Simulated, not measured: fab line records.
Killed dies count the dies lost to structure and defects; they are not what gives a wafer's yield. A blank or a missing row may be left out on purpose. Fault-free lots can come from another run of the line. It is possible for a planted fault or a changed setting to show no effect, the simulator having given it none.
fab line records + flow nand_harc
[record]
- lots = 13
- wafers = 39
- last_day = 24
route steps=1159 shown A_STAIRCASE@675 A_BONDPAD@1079 THIN_TSV@1122 END@1159
lots with no fault: from the same line, run without faults
start_h: hours from the record's first day to the start of the lot's first wafer shown + wait_h: hours from the lot's prior step to this one + " the same as in the row above + L1.1+2: a row that stands for several wafers + - value missing, or start not given + * or withheld: withheld + < > ~ a bound
route shown NAME@n: names a module that has steps shown in the file, with the first one's number in the route + usual: the fault-free wafers' mean and standard deviation + same: alike in all rows + chamber/n: place in a boat + sites: per-site readings + _std_site: how widely they spread, as a standard deviation + _edge_site: mean of outer sites minus mean of inner sites + radius_mm: for every site, how far away it sits from the centre of the wafer + mask NAME#n: copy n + behind: the last tool/chamber to shape the wafer + hold: what put the lot on hold/how long, in hours/how the hold closed + device: names the non-switching transistor (n, p or np) + end of line: at the end of the route, the tests of the same wafers + a step with no rows: only its recipe + killed: the dies lost at the first sort to structure and to defects; this is not the yield of the wafer + map: dies across one wafer; x = killed, . = not, _ = none there
set.NAME: the run value of the setting; set.NAME@STEP: its run value at that earlier step + model.NAME: the simulator's own value behind a step, which no gauge read
one table for each step of the route and one row for each wafer, over a sample of lots
services: when a tool's chamber went out of use (start_h, in hours from the record's first day, below 0 if earlier), for how many hours, and the reason
[[steps]]
[step NHARC_A_STAIRCASE_HM_DEP_462]
[recipe]
- target_thk_a = 8000
- temp_c = 400
- material = aC
[usual]
- throttle_valve_pct = 34.999/0.0088
| lot.wafer | tool       | chamber | start_h | wait_h | throttle_valve_pct |
|-----------|------------|---------|---------|--------|--------------------|
| L654.1    | acl_dep-02 | 0       | 260.42  | 0.1    | 35.001             |
| L654.2    | "          | 0       | "       | "      | 34.996             |
| L654.5    | "          | 0       | "       | "      | 34.985             |
| L653.4    | acl_dep-01 | 0       | 261.85  | 1.0    | 34.994             |
| L653.5    | "          | 0       | "       | "      | 34.991             |
| L653.6    | "          | 0       | "       | "      | 35.012             |
| L652.1    | acl_dep-02 | 0       | 262.26  | 0.8    | 34.993             |
| L652.2    | "          | 0       | "       | "      | 34.997             |
| L652.6    | "          | 0       | 263.79  | 2.3    | 35.003             |
| L656.2    | acl_dep-02 | 0       | 279.89  | 0.7    | 35.005             |
| L656.3    | "          | 0       | "       | "      | 35.001             |
| L656.4    | "          | 0       | "       | "      | 35.010             |
| L658.3    | acl_dep-02 | 0       | 287.32  | 3.2    | 35.016             |
| L658.5    | "          | 0       | "       | "      | 34.998             |
| L658.6    | "          | 0       | "       | "      | 34.994             |
| L657.1    | acl_dep-01 | 0       | 289.74  | 3.6    | 34.974             |
| L657.3    | "          | 0       | "       | "      | 35.011             |
| L657.4    | "          | 0       | "       | "      | 34.995             |
| L662.2    | acl_dep-01 | 0       | 315.59  | 1.2    | 34.991             |
| L662.4    | "          | 0       | "       | "      | 35.011             |
| L662.6    | "          | 0       | "       | "      | 35.001             |
| L668.1    | acl_dep-01 | 0       | 354.56  | 0.9    | 34.997             |
| L668.2    | "          | 0       | "       | "      | 34.991             |
| L668.4    | "          | 0       | "       | "      | 34.984             |
| L665.1    | acl_dep-01 | 0       | 356.40  | 1.8    | 35.003             |
| L665.2    | "          | 0       | "       | "      | 35.002             |
| L665.4    | "          | 0       | "       | "      | 34.998             |
| L670.1    | acl_dep-02 | 0       | 366.87  | 1.3    | 35.000             |
| L670.3    | "          | 0       | "       | "      | 34.990             |
| L670.4    | "          | 0       | "       | "      | 34.994             |
| L673.3    | acl_dep-03 | 0       | 374.28  | 2.8    | 34.997             |
| L673.5    | "          | 0       | "       | "      | 34.987             |
| L673.6    | "          | 0       | "       | "      | 35.014             |
| L672.1    | acl_dep-03 | 0       | 375.52  | 1.6    | 35.001             |
| L672.2    | "          | 0       | "       | "      | 34.994             |
| L672.6    | "          | 0       | 377.06  | 3.2    | 35.006             |
| L674.1    | acl_dep-02 | 0       | 392.53  | 0.1    | 34.984             |
| L674.2    | "          | 0       | "       | "      | 35.008             |
| L674.4    | "          | 0       | "       | "      | 34.990             |
[step NHARC_A_BONDPAD_STRIP_15]
[recipe]
- o2_flow_sccm = 500
- ar_flow_sccm = 0
- bias_w = 0
- chemistry = O2
[usual]
- drypump_motor_current_A = 5.68/0.28
- oes_product_au = 1.000/0.0087
- rf_vpp_V = 57.6/0.87
- showerhead_plenum_p_Torr = 3.49/0.13
- throttle_valve_pct = 17.037/0.0088
| lot.wafer | tool        | chamber | start_h | wait_h | drypump_motor_current_A | oes_product_au | rf_hours_counter_h | rf_vpp_V | showerhead_plenum_p_Torr | throttle_valve_pct |
|-----------|-------------|---------|---------|--------|-------------------------|----------------|--------------------|----------|--------------------------|--------------------|
| L654.1    | rie_diel-13 | 0       | 417.76  | 0.1    | 5.62                    | 0.994          | 5                  | 57.3     | 3.54                     | 17.048             |
| L654.2    | "           | 1       | "       | "      | 5.14                    | 0.998          | 5                  | 57.1     | 3.38                     | 17.047             |
| L654.5    | "           | 0       | "       | "      | 5.61                    | 0.991          | -                  | 56.4     | 3.54                     | 17.028             |
| L653.4    | rie_diel-09 | 3       | 418.08  | 0.1    | 6.12                    | 1.016          | -                  | 58.1     | 3.57                     | 17.031             |
| L653.6    | "           | 0       | "       | "      | 5.78                    | 0.994          | -                  | 57.1     | 3.35                     | 17.036             |
| L653.5    | "           | 2       | "       | "      | 6.01                    | 1.001          | -                  | 56.8     | 3.27                     | 17.037             |
| L652.1    | rie_diel-09 | 2       | 421.15  | 0.1    | 5.98                    | 0.979          | 28                 | 57.9     | 3.27                     | 17.041             |
| L652.2    | "           | 3       | "       | "      | 6.13                    | 1.012          | 32                 | 58.8     | 3.57                     | 17.033             |
| L652.6    | "           | 1       | "       | "      | 5.47                    | 0.998          | -                  | 58.1     | 3.34                     | 17.050             |
| L657.3    | rie_diel-03 | 3       | 432.23  | 0.1    | 5.71                    | 1.011          | 12                 | 57.3     | 3.36                     | 17.039             |
| L657.1    | "           | 1       | "       | "      | 5.67                    | 0.986          | 12                 | 57.6     | 3.53                     | 17.018             |
| L657.4    | "           | 2       | "       | "      | 5.88                    | 0.998          | 11                 | 57.9     | 3.63                     | 17.044             |
| L658.3    | rie_diel-13 | 2       | 436.02  | 0.1    | 5.70                    | 1.018          | 5                  | 57.9     | 3.48                     | 17.042             |
| L658.6    | "           | 3       | "       | "      | 5.79                    | 1.005          | -                  | 56.5     | 3.59                     | 17.027             |
| L658.5    | "           | 0       | "       | "      | 5.62                    | 1.009          | -                  | 58.2     | 3.54                     | 17.040             |
| L656.2    | rie_diel-13 | 3       | 450.13  | 0.1    | 5.78                    | 0.994          | 6                  | 58.0     | 3.59                     | 17.036             |
| L656.3    | "           | 0       | "       | "      | 5.64                    | 1.000          | 6                  | 56.8     | 3.54                     | 17.041             |
| L656.4    | "           | 1       | "       | "      | 5.13                    | 1.000          | 6                  | 57.9     | 3.38                     | 17.021             |
| L662.4    | rie_diel-13 | 3       | 476.67  | 0.1    | 5.80                    | 1.006          | 0                  | 58.5     | 3.59                     | 17.028             |
| L662.2    | "           | 0       | "       | "      | 5.65                    | 0.995          | 0                  | 58.1     | 3.54                     | 17.027             |
| L662.6    | "           | 3       | "       | "      | 5.79                    | 0.991          | -                  | 59.3     | 3.59                     | 17.032             |
| L668.4    | rie_diel-13 | 1       | 517.06  | 0.1    | 5.12                    | 1.008          | 1                  | 57.5     | 3.38                     | 17.047             |
| L668.1    | "           | 2       | "       | "      | 5.69                    | 0.995          | 2                  | 58.5     | 3.48                     | 17.045             |
| L668.2    | "           | 3       | "       | "      | 5.80                    | 0.994          | 2                  | 57.0     | 3.59                     | 17.035             |
| L665.4    | rie_diel-13 | 2       | 517.33  | 0.1    | 5.68                    | 1.005          | 2                  | 57.2     | 3.48                     | 17.046             |
| L665.2    | "           | 3       | "       | "      | 5.76                    | 0.996          | 2                  | 58.7     | 3.59                     | 17.029             |
| L665.1    | "           | 1       | "       | "      | 5.15                    | 1.005          | 1                  | 57.6     | 3.38                     | 17.013             |
| L672.1    | rie_diel-09 | 1       | 523.71  | 0.1    | 5.46                    | 0.996          | 14                 | 57.3     | 3.33                     | 17.037             |
| L672.2    | "           | 3       | "       | "      | 6.10                    | 1.010          | 14                 | 58.8     | 3.56                     | 17.038             |
| L672.6    | "           | 2       | "       | "      | 5.99                    | 0.992          | -                  | 59.0     | 3.80                     | 17.031             |
| L670.3    | rie_diel-13 | 1       | 525.07  | 0.1    | 5.14                    | 0.989          | 2                  | 56.9     | 3.38                     | 17.036             |
| L670.1    | "           | 3       | "       | "      | 5.79                    | 0.999          | 2                  | 58.4     | 3.59                     | 17.049             |
| L670.4    | "           | 0       | "       | "      | 5.65                    | 1.004          | 2                  | 58.6     | 3.54                     | 17.030             |
| L673.3    | rie_diel-13 | 1       | 528.32  | 0.1    | 5.13                    | 0.997          | 2                  | 57.6     | 3.38                     | 17.032             |
| L673.6    | "           | 1       | "       | "      | 5.12                    | 0.991          | -                  | 58.0     | 3.38                     | 17.035             |
| L673.5    | "           | 2       | "       | "      | 5.67                    | 1.006          | -                  | 56.0     | 3.48                     | 17.024             |
| L674.4    | rie_diel-03 | 2       | 544.87  | 0.1    | 5.90                    | 1.013          | 56                 | 57.7     | 3.61                     | 17.039             |
| L674.2    | "           | 0       | "       | "      | 5.94                    | 0.999          | 57                 | 57.1     | 3.47                     | 17.042             |
| L674.1    | "           | 1       | "       | "      | 5.66                    | 0.994          | 59                 | 56.4     | 3.50                     | 17.018             |
[step NHARC_A_BONDPAD_PVD_17]
[recipe]
- target_thk_a = 50
- bias_v = 168.6
- power_w = 15000
- chamber_pressure_pa = 0.12
- time_s = 8.06
- substrate_temp_c = 50
- material = TaN
[usual]
- throttle_valve_pct = 30.2/0.81
| lot.wafer | tool           | chamber | start_h | wait_h | throttle_valve_pct |
|-----------|----------------|---------|---------|--------|--------------------|
| L654.1    | pvd_sputter-03 | -       | -       | -      | 30.4               |
| L654.2    | "              | -       | "       | "      | 29.6               |
| L654.5    | "              | -       | "       | "      | 30.8               |
| L653.4    | pvd_sputter-01 | -       | -       | -      | 30.5               |
| L653.6    | "              | -       | "       | "      | 29.5               |
| L653.5    | "              | -       | "       | "      | 32.1               |
| L652.1    | pvd_sputter-03 | -       | -       | -      | 30.3               |
| L652.2    | "              | -       | "       | "      | 30.3               |
| L652.6    | "              | -       | "       | "      | 30.4               |
| L657.1    | pvd_sputter-03 | -       | -       | -      | 30.3               |
| L657.4    | "              | -       | "       | "      | 29.3               |
| L657.3    | "              | -       | "       | "      | 30.1               |
| L658.3    | pvd_sputter-02 | -       | -       | -      | 30.0               |
| L658.5    | "              | -       | "       | "      | 30.4               |
| L658.6    | "              | -       | "       | "      | 29.9               |
| L656.4    | pvd_sputter-02 | -       | -       | -      | 30.5               |
| L656.3    | "              | -       | "       | "      | 30.0               |
| L656.2    | "              | -       | "       | "      | 30.4               |
| L662.4    | pvd_sputter-02 | -       | -       | -      | 29.7               |
| L662.2    | "              | -       | "       | "      | 30.2               |
| L662.6    | "              | -       | "       | "      | 30.2               |
| L668.1    | pvd_sputter-03 | -       | -       | -      | 30.8               |
| L668.2    | "              | -       | "       | "      | 29.6               |
| L668.4    | "              | -       | "       | "      | 30.7               |
| L665.2    | pvd_sputter-02 | -       | -       | -      | 29.7               |
| L665.4    | "              | -       | "       | "      | 30.7               |
| L665.1    | "              | -       | "       | "      | 28.7               |
| L672.2    | pvd_sputter-01 | -       | -       | -      | 30.1               |
| L672.1    | "              | -       | "       | "      | 29.7               |
| L672.6    | "              | -       | "       | "      | 28.8               |
| L670.1    | pvd_sputter-03 | -       | -       | -      | 29.4               |
| L670.3    | "              | -       | "       | "      | 30.9               |
| L670.4    | "              | -       | "       | "      | 30.9               |
| L673.3    | pvd_sputter-01 | -       | -       | -      | 29.9               |
| L673.6    | "              | -       | "       | "      | 31.8               |
| L673.5    | "              | -       | "       | "      | 29.1               |
| L674.2    | pvd_sputter-01 | -       | -       | -      | 31.7               |
| L674.4    | "              | -       | "       | "      | 28.7               |
| L674.1    | "              | -       | "       | "      | 30.0               |
[step NHARC_THIN_TSV_STRIP_45]
[recipe]
- power_w = 1500
- temp_c = 250
- chemistry = O2
[usual]
- drypump_motor_current_A = 5.6/0.33
- heater_power_w = 315/18
| lot.wafer | tool            | chamber | start_h | wait_h | drypump_motor_current_A | heater_power_w | rf_hours_counter_h |
|-----------|-----------------|---------|---------|--------|-------------------------|----------------|--------------------|
| L654.1    | plasma_asher-01 | 0       | 441.27  | 0.2    | 5.7                     | 305            | 53                 |
| L654.2    | "               | 1       | "       | "      | 5.5                     | 327            | 53                 |
| L654.5    | "               | 1       | "       | "      | 5.5                     | 327            | -                  |
| L652.2    | plasma_asher-01 | 1       | 442.71  | 0.1    | 5.4                     | 322            | 54                 |
| L652.1    | "               | 0       | "       | "      | 5.7                     | 296            | 54                 |
| L652.6    | "               | 1       | "       | "      | 5.4                     | 330            | -                  |
| L653.4    | plasma_asher-01 | 0       | 446.23  | 0.2    | 5.7                     | 301            | -                  |
| L653.5    | "               | 0       | "       | "      | 5.7                     | 292            | -                  |
| L653.6    | "               | 1       | "       | "      | 5.4                     | 322            | -                  |
| L657.1    | plasma_asher-01 | 0       | 451.05  | 0.1    | 5.7                     | 301            | 57                 |
| L657.3    | "               | 0       | "       | "      | 5.7                     | 299            | -                  |
| L657.4    | "               | 1       | "       | "      | 5.4                     | 331            | -                  |
| L658.3    | plasma_asher-01 | 0       | 452.95  | 0.3    | 5.7                     | 303            | -                  |
| L658.6    | "               | 1       | "       | "      | 5.5                     | 325            | -                  |
| L658.5    | "               | 0       | "       | "      | 5.7                     | 303            | -                  |
| L656.2    | plasma_asher-02 | 0       | 469.66  | 0.9    | 5.1                     | 309            | 40                 |
| L656.4    | "               | 1       | "       | "      | 6.3                     | 323            | -                  |
| L656.3    | "               | 0       | "       | "      | 5.1                     | 305            | -                  |
| L662.2    | plasma_asher-01 | 0       | 496.39  | 0.1    | 5.7                     | 295            | 5                  |
| L662.4    | "               | 0       | "       | "      | 5.7                     | 293            | -                  |
| L662.6    | "               | 0       | "       | "      | 5.7                     | 297            | -                  |
| L668.2    | plasma_asher-01 | 1       | 534.33  | 0.1    | 5.4                     | 335            | 17                 |
| L668.1    | "               | 0       | "       | "      | 5.7                     | 294            | 17                 |
| L668.4    | "               | 1       | "       | "      | 5.4                     | 340            | -                  |
| L665.2    | plasma_asher-01 | 0       | 535.56  | 0.1    | 5.7                     | 292            | 18                 |
| L665.1    | "               | 1       | "       | "      | 5.5                     | 341            | 18                 |
| L665.4    | "               | 1       | "       | "      | 5.5                     | 338            | -                  |
| L672.1    | plasma_asher-01 | 0       | 542.06  | 0.6    | 5.7                     | 292            | 22                 |
| L672.2    | "               | 1       | "       | "      | 5.5                     | 337            | 22                 |
| L672.6    | "               | 1       | "       | "      | 5.5                     | 325            | -                  |
| L670.1    | plasma_asher-01 | 0       | 543.36  | 0.9    | 5.7                     | 294            | 23                 |
| L670.4    | "               | 1       | "       | "      | 5.4                     | 333            | -                  |
| L670.3    | "               | 0       | "       | "      | 5.7                     | 296            | -                  |
| L673.3    | plasma_asher-01 | 1       | 545.62  | 1.6    | 5.4                     | 341            | -                  |
| L673.5    | "               | 1       | "       | "      | 5.4                     | 338            | -                  |
| L673.6    | "               | 0       | "       | "      | 5.7                     | 293            | -                  |
| L674.2    | plasma_asher-01 | 1       | 560.67  | 0.2    | 5.4                     | 342            | 31                 |
| L674.1    | "               | 0       | "       | "      | 5.7                     | 290            | 31                 |
| L674.4    | "               | 1       | "       | "      | 5.5                     | 342            | -                  |
[step NHARC_END_SORT_01]
[recipe]
- temp_c = 25
[usual]
- killed_at_array = 28/11
- killed_at_other = 0.5/0.85
- killed_at_periphery = 2.7/1.9
- killed_dies = 32/12
- killed_open = 3.3/1.6
- killed_short = 2.1/1.5
[same]
- gross_dies = 677
| lot.wafer | tool      | chamber | start_h | wait_h | killed_at_array | killed_at_other | killed_at_periphery | killed_dies | killed_open | killed_short |
|-----------|-----------|---------|---------|--------|-----------------|-----------------|---------------------|-------------|-------------|--------------|
| L668.1    | prober-02 | 0       | 548.36  | 2.5    | 103             | 0               | 0                   | 103         | 1           | 1            |
| L668.2    | prober-02 | 0       | 549.16  | 2.8    | 95              | 0               | 0                   | 95          | 4           | 1            |
| L668.4    | prober-02 | 0       | 550.76  | 3.4    | 98              | 0               | 2                   | 100         | 3           | 0            |
| L665.1    | prober-01 | 0       | 548.41  | 2.5    | 120             | 0               | 4                   | 124         | 6           | 2            |
| L665.2    | prober-01 | 0       | 549.21  | 2.8    | 126             | 0               | 2                   | 128         | 4           | 1            |
| L665.4    | prober-01 | 0       | 550.81  | 3.4    | 105             | 1               | 2                   | 108         | 2           | 4            |
// killed by level:class
L668.1 A_STAIRCASE:unspecified=80 A_CHANNEL_HOLE_D1:chamber_film_flake=14 A_STAIRCASE:chamber_film_flake=3 A_CONTACT:chamber_film_flake=2 A_CHANNEL_FILL_D1:geometric_particle:open=1 A_CHANNEL_FILL_D1:geometric_particle:short=1 A_ZERO_WELL:chamber_film_flake=1 A_WL_FILL:chamber_film_flake=1
L665.1 A_STAIRCASE:unspecified=77 A_SLIT:chamber_film_flake=24 A_CHANNEL_HOLE_D1:chamber_film_flake=9 A_WL_FILL:geometric_particle:open=3 A_STAIRCASE:chamber_film_flake=2 P_CONTACT:geometric_particle:short=1 P_M0:geometric_particle:open=1 A_ONON_D1:geometric_particle:short=1
L668.2 A_STAIRCASE:unspecified=75 A_CHANNEL_HOLE_D1:chamber_film_flake=10 A_CONTACT:chamber_film_flake=4 A_M0:geometric_particle:open=2 A_CONTACT:geometric_particle:open=1 A_BLC:geometric_particle:open=1 A_M0:geometric_particle:short=1 A_STAIRCASE:chamber_film_flake=1
L665.2 A_STAIRCASE:unspecified=86 A_SLIT:chamber_film_flake=20 A_CHANNEL_HOLE_D1:chamber_film_flake=10 A_CONTACT:geometric_particle:open=2 A_CHANNEL_FILL_D1:chamber_film_flake=2 A_STAIRCASE:chamber_film_flake=2 A_CONTACT:chamber_film_flake=2 P_M0:geometric_particle:open=1
L668.4 A_STAIRCASE:unspecified=79 A_CHANNEL_HOLE_D1:chamber_film_flake=9 A_STAIRCASE:chamber_film_flake=4 A_CONTACT:chamber_film_flake=3 P_M0:geometric_particle:open=1 A_STAIRCASE:geometric_particle:open=1 A_CONTACT:geometric_particle:open=1 P_M1:chamber_film_flake=1
L665.4 A_STAIRCASE:unspecified=73 A_SLIT:chamber_film_flake=14 A_CHANNEL_HOLE_D1:chamber_film_flake=8 A_STAIRCASE:chamber_film_flake=4 P_STI:geometric_particle:short=1 A_WL_FILL:geometric_particle:open=1 A_CONTACT:geometric_particle:open=1 A_CONTACT:geometric_particle:short=1
[[services]]
| tool            | chamber | start_h | hours | kind   |
|-----------------|---------|---------|-------|--------|
| pvd_sputter-01  | -       | 272.68  | 1.7   | repair |
| rie_diel-13     | -       | 276.00  | 9.0   | pm     |
| plasma_asher-01 | -       | 276.20  | 9.0   | pm     |
| pvd_sputter-03  | -       | 280.00  | 10.0  | pm     |
| acl_dep-01      | -       | 295.47  | 13.0  | pm     |
| pvd_sputter-01  | -       | 316.78  | 6.8   | repair |
| pvd_sputter-01  | -       | 336.00  | 10.0  | pm     |
| rie_diel-13     | 0       | 349.91  | 9.2   | repair |
| acl_dep-02      | -       | 351.95  | 13.0  | pm     |
| pvd_sputter-01  | -       | 355.03  | 1.7   | repair |
| rie_diel-13     | 1       | 369.07  | 13.9  | repair |
| pvd_sputter-02  | -       | 392.02  | 10.0  | pm     |
| rie_diel-13     | 2       | 413.50  | 10.4  | repair |
| pvd_sputter-02  | -       | 415.97  | 2.9   | repair |
| acl_dep-01      | -       | 440.13  | 2.3   | repair |
| rie_diel-13     | -       | 453.00  | 9.0   | pm     |
| plasma_asher-01 | -       | 453.20  | 9.0   | pm     |
| pvd_sputter-03  | -       | 458.00  | 10.0  | pm     |
| plasma_asher-01 | -       | 462.38  | 14.2  | repair |
| rie_diel-13     | 1       | 462.67  | 11.4  | repair |
| acl_dep-01      | -       | 477.43  | 13.0  | pm     |
| pvd_sputter-03  | -       | 509.94  | 3.9   | repair |
| acl_dep-02      | -       | 533.27  | 13.0  | pm     |
| rie_diel-13     | 3       | 546.37  | 15.1  | repair |
[[key]]
[first_sign]
- step = NHARC_END_SORT_01
- reading = killed_at_array
- direction = up
- sigmas = 7
- usual = 28
- struck = 108
[effect]
- step = NHARC_END_SORT_01
- reading = killed_dies
- direction = up
- sigmas = 6.7
- usual = 32
- struck = 110
[more_kills_born_at]
- NHARC_A_STAIRCASE_HM_DEP_462@acl_dep-01 = 470
met_at NHARC_A_STAIRCASE_HM_DEP_462
struck_lots L665,L668
tester_left_out L665,L668
not_acting_at NHARC_A_BONDPAD_STRIP_15,NHARC_A_BONDPAD_PVD_17,NHARC_THIN_TSV_STRIP_45
onset_between 315.59 354.56
[fault]
- kind = chamber_particle_source
- tool = acl_dep-01
- chamber = -
- onset_h = 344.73
- steps = NHARC_A_STAIRCASE_HM_DEP_462
- rate_per_visit_cm2 = 1.1285
- end_h = 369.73
// tester_left_out: of these lots the tester's yield and bins aren't shown, on N5 and GAA mostly nor the transistor test; their killed dies are dies lost to structure and defects alone, not to doping, threshold or leakage, so they don't give the yield
